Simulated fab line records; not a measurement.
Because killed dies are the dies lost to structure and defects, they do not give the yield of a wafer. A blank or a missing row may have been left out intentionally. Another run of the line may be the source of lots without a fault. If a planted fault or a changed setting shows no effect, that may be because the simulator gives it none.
Matching of chambers    flow n5_finfet    4 sister chambers for N5_HKMG_FIN_ALD_75 on ald_hk-02
The step deposits Al2O3, target thk 1 nm, co reactant pulse time 1 s. 4 wafers are shown with their chamber, then 9 later ones without.

## WAFERS, EACH WITH ITS CHAMBER
wafer   chamber  heater_power_w (W)
L088.3  0        139
L088.4  1        163
L090.3  2        161
L090.6  3        156

## WAFERS WITHOUT THEIR CHAMBER
wafer   heater_power_w (W)
L092.1  151
L092.4  139
L092.6  164
L091.2  156
L091.4  162
L091.5  163
L093.1  153
L093.2  140
L093.6  162

## WHICH CHAMBER EACH WENT THROUGH
wafer   from the rows above      in truth
L092.1  3                        3
L092.4  0                        0
L092.6  can't be placed: 1 or 2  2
L091.2  3                        3
L091.4  can't be placed: 1 or 2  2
L091.5  can't be placed: 1 or 2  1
L093.1  3                        3
L093.2  0                        0
L093.6  can't be placed: 1 or 2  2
Placed correctly: 5 of 9. Not placeable from these rows: 4 (in 4, the candidates include the true chamber). Wrongly placed: 0.
How it was worked out, from the rows above alone: a wafer's distance from a chamber is the root of the sum, over the readings, of the square of ((its reading less the chamber's mean) divided by the reading's scatter). If the next closest chamber is less than 2 further off than the closest, the wafer can't be placed; otherwise it belongs to the closest. For every chamber, the mean is computed from those of its wafers that are shown. The scatter: with one shown wafer a chamber, the root of the mean of the squares of how far each hidden wafer lies from its nearest shown one.
